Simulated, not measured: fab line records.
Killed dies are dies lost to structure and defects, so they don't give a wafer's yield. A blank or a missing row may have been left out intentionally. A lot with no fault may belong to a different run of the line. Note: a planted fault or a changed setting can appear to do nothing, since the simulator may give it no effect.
fab line records | flow n5Finfet
record: lots: 7 wafers: 21 lastDay: 18
route steps=1938 shown BEOL_M1@821 BEOL_M4@1111 PASSIVATION@1936
lots with no fault: from the same line, run without faults
startH: the number of hours between the record's first day and the start of the first shown wafer of the lot | waitH: hours since the lot's step before | " the same as in the row above | L1.1+2: several wafers, shown together as one row | - value missing, or start not given | * or withheld: withheld | < > ~ a bound
route shown NAME@n: a module of which the file shows steps, and the number in the route of the first | usual: mean and standard deviation over wafers with no fault | same: alike in all rows | chamber/n: place in a boat | sites: per-site readings | _std_site: the standard deviation of these | _edge_site: mean of outer sites minus mean of inner sites | radiusMm: for every site, how far away it sits from the centre of the wafer | mask NAME#n: copy n | behind: tool/chamber where the wafer was last shaped | hold: why the lot went on hold/how many hours it stayed there/how the hold came to an end | device: names the non-switching transistor (n, p or np) | end of line: tests of these same wafers at the route's end | a step given without rows: its recipe and nothing more | killed: dies that structure and defects cost at the first sort, which is not the same as the wafer's yield | map: a wafer's dies, marking killed ones x, the rest . and places with no die _
set.NAME: the setting that was run; set.NAME@STEP: the one run at that earlier step | model.NAME: the simulator's own value behind a step, which no gauge read
a table for each step, a row for each wafer; lots at some steps of the route
services: a tool's chamber out of use, with start hour (startH, from the record's first day; less than 0 if before it), hours out, and reason
== steps ==
step: N5_BEOL_M1_ANNEAL_87
recipe: tempC: 400 timeS: 240 ambient: vacuum
step: N5_BEOL_M1_SPUTTER_88
recipe: material: Cu targetThkA: 45 tempC: -20 chamberPressurePa: 0.07 powerW: withheld timeS: 8.29
usual: throttleValvePct: 29.9/1.1
columns lot.wafer tool chamber startH waitH throttleValvePct
L301.2 pvdSputter-02 - 153.45 0.1 27.7
L301.4 " - " " 28.8
L301.5 " - " " 29.7
L306.3 pvdSputter-03 - 180.00 0.1 30.3
L306.5 " - " " 30.3
L306.6 " - " " 30.4
L316.1 pvdSputter-02 - 236.96 0.1 28.9
L316.2 " - " " 28.6
L316.5 " - " " 29.8
L315.1 pvdSputter-03 - 240.71 0.1 30.2
L315.2 " - " " 30.7
L315.4 " - " " 28.8
L317.3 pvdSputter-02 - 262.49 0.1 28.8
L317.5 " - " " 28.8
L317.6 " - " " 27.9
L320.1 pvdSputter-01 - 269.33 0.1 31.8
L320.5 " - " " 31.8
L320.6 " - " " 29.2
L321.1 pvdSputter-01 - 275.35 0.1 31.6
L321.3 " - " " 30.5
L321.6 " - " " 29.3
step: N5_BEOL_M1_ANNEAL_89
recipe: tempC: 400 timeS: 240 ambient: vacuum
step: N5_BEOL_M1_SPUTTER_90
recipe: material: Cu targetThkA: 45 tempC: -20 chamberPressurePa: 0.07 powerW: withheld timeS: 8.29
step: N5_BEOL_M1_ANNEAL_91
recipe: tempC: 400 timeS: 240 ambient: vacuum
step: N5_BEOL_M1_SPUTTER_92
recipe: material: Cu targetThkA: 45 tempC: -20 chamberPressurePa: 0.07 powerW: withheld timeS: 8.29
step: N5_BEOL_M1_ANNEAL_93
recipe: tempC: 400 timeS: 240 ambient: vacuum
usual: heaterPowerW: 798/68
columns lot.wafer tool chamber startH waitH heaterPowerW
L301.2 pvdSputter-02 - 153.97 0.0 924
L301.4 " - " " 933
L301.5 " - " " 752
L306.3 pvdSputter-03 - 180.52 0.0 709
L306.5 " - " " 689
L306.6 " - " " 712
L316.1 pvdSputter-02 - 237.48 0.0 708
L316.2 " - " " 943
L316.5 " - " " 740
L315.1 pvdSputter-03 - 241.23 0.0 700
L315.2 " - " " 719
L315.4 " - " " 816
L317.3 pvdSputter-02 - 263.01 0.0 727
L317.5 " - " " 944
L317.6 " - " " 931
L320.1 pvdSputter-01 - 269.85 0.0 802
L320.5 " - " " 805
L320.6 " - " " 818
L321.1 pvdSputter-01 - 275.87 0.0 803
L321.3 " - " " 776
L321.6 " - " " 785
step: N5_BEOL_M1_SPUTTER_94
recipe: material: Cu targetThkA: 45 tempC: -20 chamberPressurePa: 0.07 powerW: withheld timeS: 8.29
usual: throttleValvePct: 30.0/1
columns lot.wafer tool chamber startH waitH throttleValvePct
L301.2 pvdSputter-02 - 154.11 0.1 27.9
L301.4 " - " " 28.9
L301.5 " - " " 29.9
L306.3 pvdSputter-03 - 180.66 0.1 30.3
L306.5 " - " " 30.1
L306.6 " - " " 30.3
L316.1 pvdSputter-02 - 237.62 0.1 28.9
L316.2 " - " " 28.9
L316.5 " - " " 30.0
L315.1 pvdSputter-03 - 241.37 0.1 30.5
L315.2 " - " " 30.1
L315.4 " - " " 28.7
L317.3 pvdSputter-02 - 263.15 0.1 29.0
L317.5 " - " " 29.0
L317.6 " - " " 28.0
L320.1 pvdSputter-01 - 269.99 0.1 31.8
L320.5 " - " " 31.7
L320.6 " - " " 29.3
L321.1 pvdSputter-01 - 276.01 0.1 31.8
L321.3 " - " " 30.6
L321.6 " - " " 29.4
step: N5_BEOL_M1_ANNEAL_95
recipe: tempC: 400 timeS: 240 ambient: vacuum
step: N5_BEOL_M1_SPUTTER_96
recipe: material: Cu targetThkA: 45 tempC: -20 chamberPressurePa: 0.07 powerW: withheld timeS: 8.29
usual: throttleValvePct: 30.0/1
columns lot.wafer tool chamber startH waitH throttleValvePct
L301.2 pvdSputter-02 - 154.33 0.1 28.0
L301.4 " - " " 29.1
L301.5 " - " " 29.8
L306.3 pvdSputter-03 - 180.88 0.1 30.2
L306.5 " - " " 30.4
L306.6 " - " " 30.1
L316.1 pvdSputter-02 - 237.84 0.1 29.1
L316.2 " - " " 28.9
L316.5 " - " " 29.8
L315.1 pvdSputter-03 - 241.59 0.1 30.1
L315.2 " - " " 30.4
L315.4 " - " " 28.8
L317.3 pvdSputter-02 - 263.37 0.1 29.1
L317.5 " - " " 28.9
L317.6 " - " " 28.2
L320.1 pvdSputter-01 - 270.21 0.1 31.8
L320.5 " - " " 31.7
L320.6 " - " " 29.3
L321.1 pvdSputter-01 - 276.23 0.1 31.5
L321.3 " - " " 30.9
L321.6 " - " " 29.6
step: N5_BEOL_M1_ECD_50
recipe: material: Cu targetThkA: 3000
step: N5_BEOL_M1_ANNEAL_51
recipe: tempC: 225 timeS: 90 ambient: N2
usual: wafer_temp_C_max: 225.95/0.26
columns lot.wafer tool chamber startH waitH wafer_temp_C_max
L301.2 rtpAnneal-02 0 154.57 0.1 225.66
L301.4 " 0 " " 225.80
L301.5 " 0 " " 226.12
L306.3 rtpAnneal-01 0 181.23 0.2 225.72
L306.5 " 0 " " 226.28
L306.6 " 0 " " 225.92
L316.1 rtpAnneal-01 0 238.04 0.1 226.50
L316.2 " 0 " " 226.01
L316.5 " 0 " " 226.13
L315.1 rtpAnneal-02 0 241.79 0.1 225.73
L315.2 " 0 " " 225.74
L315.4 " 0 " " 225.82
L317.3 rtpAnneal-02 0 263.66 0.1 225.79
L317.5 " 0 " " 225.59
L317.6 " 0 " " 225.65
L320.1 rtpAnneal-01 0 270.40 0.1 225.93
L320.5 " 0 " " 225.78
L320.6 " 0 " " 226.57
L321.1 rtpAnneal-01 0 276.42 0.1 226.73
L321.3 " 0 " " 226.17
L321.6 " 0 " " 226.03
step: N5_BEOL_M1_CMP_52
recipe: stopOn: SiOC tOverpolishS: 6.8 downForcePsi: 1 platenRpm: 50 clearingPlatenDownForcePsi: 1.5 clearingPlatenRpm: 50 postCmpClean: cuAlkaline targetThkNm: 40 clearingPlatenPadVelocityMS: 0.99484 padVelocityMS: 0.99484
usual: barrierFieldEndpointS: 24.3/0.66 clearingPlatenDownForcePsi: 1.500/0.0031 clearingPlatenRpm: 49.998/0.029 motorCurrentA: 6.0/0.4 overpolishRunS: 6.799/0.0096 timeToEndpointS: 60/3.4
columns lot.wafer tool chamber startH waitH barrierFieldEndpointS clearingPlatenDownForcePsi clearingPlatenRpm motorCurrentA overpolishRunS timeToEndpointS model.Cu_of_BEOL_M1_ECD_50.thkNm model.SiO2_of_BEOL_M1_PECVD_72.thkNm
L301.4 cmp-01 2 154.90 0.2 24.9 1.500 49.964 5.4 6.807 60 40.4 0
L301.2 " 3 " " 24.1 1.495 50.024 6.9 6.795 61 40.2 0
L301.5 " 0 " " 24.8 1.497 49.979 6.6 6.808 60 41.6 0
L306.3 cmp-02 3 181.44 0.2 23.9 1.505 50.007 5.8 6.796 63 40.6 0
L306.5 " 3 " " 24.3 1.507 49.985 5.8 6.792 62 38.8 0
L306.6 " 0 " " 24.6 1.499 50.054 6.2 6.799 63 40 0
L316.1 cmp-01 1 238.33 0.3 - - - - - - 298.2 15.8
L316.2 " 2 " " - - - - - - 300 15.6
L316.5 " 1 " " - - - - - - 299 15.8
L315.2 cmp-03 1 242.14 0.3 - - - - - - 304.4 15.8
L315.1 " 2 " " - - - - - - 299.6 15.6
L315.4 " 3 " " - - - - - - 299.6 16
L317.3 cmp-01 1 263.98 0.3 - - - - - - 302.8 15.8
L317.5 " 2 " " - - - - - - 299 15.6
L317.6 " 3 " " - - - - - - 301.4 15.8
L320.1 cmp-03 0 270.70 0.3 24.3 1.500 50.016 5.7 6.815 57 39 0
L320.6 " 0 " " 25.3 1.505 49.973 5.9 6.778 61 41.6 0
L320.5 " 1 " " 25.5 1.496 50.019 6.3 6.801 65 41 0
L321.1 cmp-01 0 276.99 0.5 25.0 1.501 49.990 6.3 6.775 61 39 0
L321.3 " 3 " " 25.4 1.501 49.989 6.5 6.782 66 40 0
L321.6 " 1 " " 24.8 1.504 50.031 5.6 6.799 62 41.6 0
step: N5_BEOL_M1_THK_MEAS_53
recipe: thkMeasGauge: xrf reads: Cu_of_BEOL_M1_ECD_50
usual: M1_THK: 39.7/1.8
columns lot.wafer tool chamber startH waitH M1_THK[nm]
L301.2 filmMetro-02 - 155.12 - 39.8
L301.4 " - " " 39.8
L301.5 " - " " 41.4
L306.3 filmMetro-01 - 181.73 - 40.3
L306.5 " - " " 38.5
L306.6 " - " " 39.8
L316.1 filmMetro-02 - 238.63 0.3 299.2
L316.2 " - " " 300.0
L316.5 " - " " 299.4
L315.1 filmMetro-01 - 242.39 0.2 297.9
L315.2 " - " " 302.1
L315.4 " - " " 298.6
L317.3 filmMetro-02 - 264.16 0.1 304.7
L317.5 " - " " 299.9
L317.6 " - " " 304.2
L320.1 filmMetro-01 - 271.00 - 38.4
L320.5 " - " " 40.3
L320.6 " - " " 41.1
L321.1 filmMetro-02 - 277.29 - 39.1
L321.3 " - " " 40.0
L321.6 " - " " 41.5
step: N5_BEOL_M1_PRE_CLEAN_60
recipe: gas: NH3/H2 timeS: 15 tempC: * rfPowerW: 300
step: N5_BEOL_M1_CO_CAP_55
recipe: material: Co targetThkA: 20 tempC: 200 precursor: CCTBA/H2 pressureTorr: 30 timeS: 102.1
step: N5_BEOL_M1_PRE_CLEAN_56
recipe: gas: NH3 timeS: 15 tempC: withheld rfPowerW: 300
step: N5_BEOL_M1_DEP_57
recipe: material: SiCN targetThkA: 80 tempC: withheld precursor: 3MS/NH3 pressureTorr: 3 rfW: 202 timeS: 14
step: N5_BEOL_M1_RS_MEAS_58
recipe: thkMeasGauge: four-point-probe reads: Co_of_BEOL_M1_CO_CAP_55+Cu_of_BEOL_M1_ECD_50+Co_of_BEOL_M1_CVD_47+TaN_of_BEOL_M1_ALD_84
usual: M1_RS: 0.68/0.04
columns lot.wafer tool chamber startH waitH M1_RS[ohm/sq]
L301.2 filmMetro-02 - 155.38 0.1 0.66
L301.4 " - " " 0.66
L301.5 " - " " 0.64
L306.3 filmMetro-02 - 182.05 0.1 0.66
L306.5 " - " " 0.69
L306.6 " - " " 0.67
L316.1 filmMetro-01 - 238.89 0.0 0.06
L316.2 " - " " 0.06
L316.5 " - " " 0.06
L315.1 filmMetro-02 - 242.80 0.1 0.06
L315.2 " - " " 0.06
L315.4 " - " " 0.06
L317.3 filmMetro-02 - 264.42 0.1 0.06
L317.5 " - " " 0.06
L317.6 " - " " 0.06
L320.1 filmMetro-01 - 271.26 0.0 0.69
L320.5 " - " " 0.65
L320.6 " - " " 0.63
L321.1 filmMetro-01 - 277.55 0.0 0.69
L321.3 " - " " 0.67
L321.6 " - " " 0.64
step: N5_BEOL_M1_INSPECT_59
recipe: inspectInstrument: darkfield mode: postDep
usual: rawDefectCount: 74/22
columns lot.wafer tool chamber startH waitH rawDefectCount
L301.2 defectInspect-02 - 155.41 0.0 110
L301.4 " - " " 73
L301.5 " - " " 88
L306.3 defectInspect-02 - 182.07 0.0 84
L306.5 " - " " 52
L306.6 " - " " 64
L316.1 defectInspect-02 - 238.91 0.0 1616
L316.2 " - " " 1710
L316.5 " - " " 1604
L315.1 defectInspect-02 - 242.83 0.0 1631
L315.2 " - " " 1605
L315.4 " - " " 1732
L317.3 defectInspect-01 - 264.45 0.0 1706
L317.5 " - " " 1586
L317.6 " - " " 1634
L320.1 defectInspect-02 - 271.28 0.0 37
L320.5 " - " " 90
L320.6 " - " " 53
L321.1 defectInspect-02 - 277.57 0.0 77
L321.3 " - " " 51
L321.6 " - " " 57
step: N5_BEOL_M4_RC_MEAS_101
usual: DIBL_N: 37.1/1.8 DIBL_P: 37.2/2.1 IOFF_N: 0.17/0.033 IOFF_P: 0.22/0.037 ION_N: 680/11 ION_P: 464/7.7 SS_N: 71.7/0.63 SS_P: 73.6/0.67 VT_N: 248.9/2.9 VT_P: -251/3.6
columns lot.wafer tool chamber startH waitH DIBL_N[mV/V] DIBL_P[mV/V] IOFF_N[nA/um] IOFF_P[nA/um] ION_N[uA/um] ION_P[uA/um] SS_N[mV/dec] SS_P[mV/dec] VT_N[mV] VT_P[mV]
L301.2 prober-02 0 191.09 0.2 35.8 35.6 0.14 0.17 672 452 71.5 72.8 250.0 -258
L301.4 " 0 " " 36.4 37.6 0.15 0.20 678 461 71.6 74.2 250.5 -254
L301.5 " 0 " " 35.3 36.2 0.14 0.18 678 466 71.3 73.3 249.9 -256
L306.3 prober-01 0 220.13 0.3 35.1 35.4 0.13 0.15 671 454 70.9 73.6 253.0 -258
L306.5 " 0 " " 35.0 35.9 0.12 0.15 666 449 71.0 73.6 254.4 -257
L306.6 " 0 " " 34.7 35.4 0.13 0.16 679 457 71.0 73.2 252.6 -258
L320.1 prober-02 0 322.70 0.0 37.2 35.6 0.14 0.18 654 453 72.0 73.4 252.4 -253
L320.5 " 0 " " 37.6 37.6 0.15 0.21 672 462 71.8 73.4 248.3 -249
L320.6 " 0 " " 39.4 38.4 0.18 0.22 689 462 72.2 73.1 248.2 -249
L321.1 prober-02 0 325.62 0.0 34.8 33.9 0.14 0.20 671 460 71.2 72.7 249.8 -247
L321.3 " 0 " " 37.9 36.6 0.20 0.23 695 469 72.3 73.9 245.1 -246
L321.6 " 0 " " 36.0 35.7 0.17 0.22 675 466 71.3 72.6 247.3 -246
step: N5_PASSIVATION_PROBE_49
usual: defectLimitedYield: 91.7/1.5 killed_at_M0_to_M3: 32/10 killed_at_M4_up: 14/5.3 killedAtContacts: 13/5.7 killedAtFrontEnd: 37/10 killedAtOther: 3.3/2.5 killedDies: 98/18 killedOnRim: 13/3.6 killedOpen: 65/13 killedShort: 31/7.5 sort_bin_5_function: 4.9/0.91 sort_bin_6_memory: 3.1/0.71 sortNPass: 1082/18 sortYieldPct: 91.7/1.5
same: grossDies: 1180 killedAtBackSide: 0 sort_bin_4_leakage[%]: 0 sort_bin_8_speed[%]: 0
columns lot.wafer tool chamber startH waitH defectLimitedYield[%] killed_at_M0_to_M3 killed_at_M4_up killedAtContacts killedAtFrontEnd killedAtOther killedDies killedOnRim killedOpen killedShort sort_bin_5_function[%] sort_bin_6_memory[%] sortNPass sortYieldPct[%]
L315.1 prober-02 - 394.27 0.0 0 1100 27 15 38 0 1180 152 75 32 5.4 3.5 0 0
L315.2 prober-02 - 394.32 0.1 0 1111 18 13 38 0 1180 152 64 47 5.3 4.0 0 0
L315.4 prober-02 - 394.42 0.2 0 1105 20 13 39 3 1180 152 71 56 6.5 4.1 0 0
L316.1 prober-02 - 398.97 0.0 0 1130 9 15 21 5 1180 152 56 28 3.6 3.3 0 0
L316.2 prober-02 - 399.02 0.1 0 1135 6 13 24 2 1180 152 52 23 4.1 1.9 0 0
L316.5 prober-02 - 399.17 0.2 0 1131 10 9 28 2 1180 152 47 30 4.2 2.1 0 0
L317.3 prober-01 - 416.28 0.1 0 1101 12 26 32 9 1180 152 76 24 5.2 3.1 0 0
L317.5 prober-01 - 416.38 0.2 0 1108 15 15 42 0 1180 152 76 33 5.7 3.5 0 0
L317.6 prober-01 - 416.43 0.3 0 1101 16 7 43 13 1180 152 68 35 5.7 3.1 0 0
killed by level:class
L315.1 BEOL_M1:areaCmp=1071 MOL_CONTACT_COAG:geometricParticle:open=14 FIN_SAQP:geometricParticle:open=10 BEOL_M4:geometricParticle:open=10 BEOL_M0_SAQP:geometricParticle:short=8 BEOL_M5:geometricParticle:open=7 BEOL_M0_SAQP:geometricParticle:open=6 BEOL_M1:geometricParticle:open=6
L315.2 BEOL_M1:areaCmp=1066 BEOL_M0_SAQP:geometricParticle:short=22 BEOL_M0_SAQP:geometricParticle:open=12 MOL_CONTACT_COAG:geometricParticle:open=9 DUMMY_GATE:geometricParticle:open=8 BEOL_M5:geometricParticle:open=7 STI_FIN_REVEAL:geometricParticle:open=6 BEOL_M1:geometricParticle:open=6
L315.4 BEOL_M1:areaCmp=1052 BEOL_M0_SAQP:geometricParticle:short=18 BEOL_M0_SAQP:geometricParticle:open=14 BEOL_M5:geometricParticle:open=8 MOL_CONTACT_COAG:geometricParticle:open=7 BEOL_M4:geometricParticle:open=7 DUMMY_GATE:geometricParticle:open=6 GATE_CUT:geometricParticle:short=6
L316.1 BEOL_M1:areaCmp=1096 MOL_CONTACT_COAG:geometricParticle:open=12 BEOL_M0_SAQP:geometricParticle:open=10 STI_FIN_REVEAL:geometricParticle:open=9 BEOL_M0_SAQP:geometricParticle:short=9 BEOL_M2:geometricParticle:open=8 MOL_CONTACT_COAG:geometricParticle:short=3 BEOL_M1:geometricParticle:open=3
L316.2 BEOL_M1:areaCmp=1105 MOL_CONTACT_COAG:geometricParticle:open=11 BEOL_M2:geometricParticle:open=9 BEOL_M0_SAQP:geometricParticle:short=8 STI_FIN_REVEAL:geometricParticle:open=6 FIN_CUT:geometricParticle:open=4 BEOL_M0_SAQP:geometricParticle:open=4 STI_FIN_REVEAL:geometricParticle:short=3
L316.5 BEOL_M1:areaCmp=1102 MOL_CONTACT_COAG:geometricParticle:open=7 STARTING-WAFER:geometricParticle:short=7 BEOL_M0_SAQP:geometricParticle:short=6 BEOL_M0_SAQP:geometricParticle:open=5 DUMMY_GATE:geometricParticle:open=5 BEOL_M2:geometricParticle:open=5 STI_FIN_REVEAL:geometricParticle:open=4
L317.3 BEOL_M1:areaCmp=1077 MOL_CONTACT_COAG:geometricParticle:open=21 STI_FIN_REVEAL:geometricParticle:open=12 FIN_SAQP:geometricParticle:open=6 BEOL_M0_SAQP:geometricParticle:open=6 MOL_CONTACT_COAG:geometricParticle:short=5 BEOL_M0_SAQP:geometricParticle:short=5 BEOL_M1:geometricParticle:open=5
L317.5 BEOL_M1:areaCmp=1071 STI_FIN_REVEAL:geometricParticle:open=14 MOL_CONTACT_COAG:geometricParticle:open=11 BEOL_M1:geometricParticle:open=11 BEOL_M0_SAQP:geometricParticle:short=8 FIN_SAQP:geometricParticle:open=7 BEOL_M2:geometricParticle:open=5 FIN_SAQP:geometricParticle:short=4
L317.6 BEOL_M1:areaCmp=1075 STI_FIN_REVEAL:geometricParticle:open=11 GATE_CUT:geometricParticle:short=8 MOL_CONTACT_COAG:geometricParticle:open=7 BEOL_M1:geometricParticle:open=6 BEOL_M0_SAQP:geometricParticle:short=6 BEOL_M5:geometricParticle:open=6 BEOL_M0_SAQP:geometricParticle:open=5
map L315.1 (x killed, . not)
_________________xxxxxxxxxxxx________________
______________xxxxxxxxxxxxxxxxxx_____________
___________xxxxxxxxxxxxxxxxxxxxxxxx__________
__________xxxxxxxxxxxxxxxxxxxxxxxxxx_________
________xxxxxxxxxxxxxxxxxxxxxxxxxxxxxx_______
_______xxxxxxxxxxxxxxxxxxxxxxxxxxxxxxxx______
______xxxxxxxxxxxxxxxxxxxxxxxxxxxxxxxxxx_____
_____xxxxxxxxxxxxxxxxxxxxxxxxxxxxxxxxxxxx____
____xxxxxxxxxxxxxxxxxxxxxxxxxxxxxxxxxxxxxx___
___xxxxxxxxxxxxxxxxxxxxxxxxxxxxxxxxxxxxxxxx__
___xxxxxxxxxxxxxxxxxxxxxxxxxxxxxxxxxxxxxxxx__
__xxxxxxxxxxxxxxxxxxxxxxxxxxxxxxxxxxxxxxxxxx_
__xxxxxxxxxxxxxxxxxxxxxxxxxxxxxxxxxxxxxxxxxx_
_xxxxxxxxxxxxxxxxxxxxxxxxxxxxxxxxxxxxxxxxxxxx
_xxxxxxxxxxxxxxxxxxxxxxxxxxxxxxxxxxxxxxxxxxxx
_xxxxxxxxxxxxxxxxxxxxxxxxxxxxxxxxxxxxxxxxxxxx
_xxxxxxxxxxxxxxxxxxxxxxxxxxxxxxxxxxxxxxxxxxxx
_xxxxxxxxxxxxxxxxxxxxxxxxxxxxxxxxxxxxxxxxxxxx
_xxxxxxxxxxxxxxxxxxxxxxxxxxxxxxxxxxxxxxxxxxxx
_xxxxxxxxxxxxxxxxxxxxxxxxxxxxxxxxxxxxxxxxxxxx
_xxxxxxxxxxxxxxxxxxxxxxxxxxxxxxxxxxxxxxxxxxxx
__xxxxxxxxxxxxxxxxxxxxxxxxxxxxxxxxxxxxxxxxxx_
__xxxxxxxxxxxxxxxxxxxxxxxxxxxxxxxxxxxxxxxxxx_
___xxxxxxxxxxxxxxxxxxxxxxxxxxxxxxxxxxxxxxxx__
___xxxxxxxxxxxxxxxxxxxxxxxxxxxxxxxxxxxxxxxx__
____xxxxxxxxxxxxxxxxxxxxxxxxxxxxxxxxxxxxxx___
_____xxxxxxxxxxxxxxxxxxxxxxxxxxxxxxxxxxxx____
______xxxxxxxxxxxxxxxxxxxxxxxxxxxxxxxxxx_____
_______xxxxxxxxxxxxxxxxxxxxxxxxxxxxxxxx______
________xxxxxxxxxxxxxxxxxxxxxxxxxxxxxx_______
__________xxxxxxxxxxxxxxxxxxxxxxxxxx_________
___________xxxxxxxxxxxxxxxxxxxxxxxx__________
______________xxxxxxxxxxxxxxxxxx_____________
_________________xxxxxxxxxxxx________________
map L316.1 (x killed, . not)
_________________xxxxxxxxxxxx________________
______________xxxxxxxxxxxxxxxxxx_____________
___________xxxxxxxxxxxxxxxxxxxxxxxx__________
__________xxxxxxxxxxxxxxxxxxxxxxxxxx_________
________xxxxxxxxxxxxxxxxxxxxxxxxxxxxxx_______
_______xxxxxxxxxxxxxxxxxxxxxxxxxxxxxxxx______
______xxxxxxxxxxxxxxxxxxxxxxxxxxxxxxxxxx_____
_____xxxxxxxxxxxxxxxxxxxxxxxxxxxxxxxxxxxx____
____xxxxxxxxxxxxxxxxxxxxxxxxxxxxxxxxxxxxxx___
___xxxxxxxxxxxxxxxxxxxxxxxxxxxxxxxxxxxxxxxx__
___xxxxxxxxxxxxxxxxxxxxxxxxxxxxxxxxxxxxxxxx__
__xxxxxxxxxxxxxxxxxxxxxxxxxxxxxxxxxxxxxxxxxx_
__xxxxxxxxxxxxxxxxxxxxxxxxxxxxxxxxxxxxxxxxxx_
_xxxxxxxxxxxxxxxxxxxxxxxxxxxxxxxxxxxxxxxxxxxx
_xxxxxxxxxxxxxxxxxxxxxxxxxxxxxxxxxxxxxxxxxxxx
_xxxxxxxxxxxxxxxxxxxxxxxxxxxxxxxxxxxxxxxxxxxx
_xxxxxxxxxxxxxxxxxxxxxxxxxxxxxxxxxxxxxxxxxxxx
_xxxxxxxxxxxxxxxxxxxxxxxxxxxxxxxxxxxxxxxxxxxx
_xxxxxxxxxxxxxxxxxxxxxxxxxxxxxxxxxxxxxxxxxxxx
_xxxxxxxxxxxxxxxxxxxxxxxxxxxxxxxxxxxxxxxxxxxx
_xxxxxxxxxxxxxxxxxxxxxxxxxxxxxxxxxxxxxxxxxxxx
__xxxxxxxxxxxxxxxxxxxxxxxxxxxxxxxxxxxxxxxxxx_
__xxxxxxxxxxxxxxxxxxxxxxxxxxxxxxxxxxxxxxxxxx_
___xxxxxxxxxxxxxxxxxxxxxxxxxxxxxxxxxxxxxxxx__
___xxxxxxxxxxxxxxxxxxxxxxxxxxxxxxxxxxxxxxxx__
____xxxxxxxxxxxxxxxxxxxxxxxxxxxxxxxxxxxxxx___
_____xxxxxxxxxxxxxxxxxxxxxxxxxxxxxxxxxxxx____
______xxxxxxxxxxxxxxxxxxxxxxxxxxxxxxxxxx_____
_______xxxxxxxxxxxxxxxxxxxxxxxxxxxxxxxx______
________xxxxxxxxxxxxxxxxxxxxxxxxxxxxxx_______
__________xxxxxxxxxxxxxxxxxxxxxxxxxx_________
___________xxxxxxxxxxxxxxxxxxxxxxxx__________
______________xxxxxxxxxxxxxxxxxx_____________
_________________xxxxxxxxxxxx________________
== services ==
columns tool chamber startH hours kind
pvdSputter-02 - 134.88 1.1 repair
cmp-01 - 148.29 4.8 pm
cmp-01 - 172.77 16.3 pm
cmp-02 - 211.56 3.1 pm
cmp-01 - 223.51 9.1 repair
cmp-01 - 256.89 4.0 pm
cmp-01 - 260.89 - consumableReplace:conditioner
cmp-01 - 260.89 - consumableReplace:pad
cmp-01 - 264.15 4.2 pm
== key ==
firstSign: step: N5_BEOL_M1_CMP_52 reading: toolRecord direction: missing
effect: step: N5_BEOL_M1_THK_MEAS_53 reading: M1_THK direction: up sigmas: 99+ usual: 39.7 struck: 300.7
effect: step: N5_BEOL_M1_RS_MEAS_58 reading: M1_RS direction: down sigmas: 15 usual: 0.68 struck: 0.06
effect: step: N5_BEOL_M1_INSPECT_59 reading: rawDefectCount direction: up sigmas: 72 usual: 74 struck: 1647
effect: step: N5_PASSIVATION_PROBE_49 reading: killed_at_M0_to_M3 direction: up sigmas: 99+ usual: 32 struck: 1114
modelEffect: step: N5_BEOL_M1_CMP_52 value: Cu_of_BEOL_M1_ECD_50.thkNm without: 40.87 struck: 300.4
moreKillsBornAt: N5_BEOL_M1_CMP_52@cmp-01: 6526 N5_BEOL_M1_CMP_52@cmp-03: 3189
metAt N5_BEOL_M1_CMP_52
struckWafers L315.1,L315.2,L315.4,L316.1,L316.2,L316.5,L317.3,L317.5,L317.6
laterRowsLeftOut L315.1,L315.2,L315.4,L316.1,L316.2,L316.5,L317.3,L317.5,L317.6
onsetBetween 154.90 238.33
fault: kind: skippedStepWhole tool: cmp-01,cmp-03 chamber: - onsetH: 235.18 steps: N5_BEOL_M1_CMP_52 scope: struckLotsOnly
laterRowsLeftOut: the simulator's readings of these wafers behind a module that went badly wrong aren't trusted and aren't shown, but for the sort
